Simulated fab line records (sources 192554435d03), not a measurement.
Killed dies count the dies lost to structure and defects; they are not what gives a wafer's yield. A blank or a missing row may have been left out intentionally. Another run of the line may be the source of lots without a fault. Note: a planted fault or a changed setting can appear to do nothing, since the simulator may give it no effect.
The tool behind it: which one? | flow n5_finfet | at 1 step of a route of 1938, 11 lots with 33 wafers sampled

== WHAT EACH GAUGE READ, for each wafer ==
N5_MOL_CONTACT_COAG_CD_MEAS_40: the cd target is 25.1 nm.
lot  | measured     | on        | cd_nm (nm)
L075 | day 5 12:56  | cd_sem-01 | 24.58 24.84 24.83
L077 | day 6 03:11  | cd_sem-02 | 25.35 24.90 24.77
L079 | day 6 18:14  | cd_sem-03 | 25.18 25.55 24.72
L082 | day 7 05:47  | cd_sem-03 | 25.04 24.43 25.03
L084 | day 7 15:41  | cd_sem-01 | 24.85 25.09 24.94
L086 | day 8 02:58  | cd_sem-02 | 24.98 25.26 25.25
L088 | day 8 18:22  | cd_sem-03 | 24.91 24.82 25.17
L090 | day 9 04:41  | cd_sem-02 | 24.97 25.08 25.39
L092 | day 9 20:42  | cd_sem-02 | 25.20 25.13 24.73
L094 | day 10 09:12 | cd_sem-03 | 24.88 24.77 24.77
L096 | day 11 00:17 | cd_sem-03 | 25.38 24.86 25.21

== WHAT TOOL EACH LOT RAN ON (gives the tool, then ch and the chambers of the sampled wafers, and finally the start) ==
Before these readings, the record contains no process step.

== THE ANSWER, worked out from the rows above alone ==
Rule: the usual values come from the lots themselves. The widest of any qualifying gaps counts: lots, ordered by their means at a reading, are off when they make up no more than a third of the lots, leave a main group of 4 or more, and stand apart from it by 3 or more times the standard deviation of that group's means. The tables above print the reading to a certain number of digits; a main group whose means all agree to those digits is not used. A lot without any number at a reading at which 4 lots or more have one is off too. Where the step has rows for the other lots, those lots are counted as sound.
No lot is off at any reading shown: from this, nothing can be told.

== WHAT THE SIMULATOR HAD PUT IN ==
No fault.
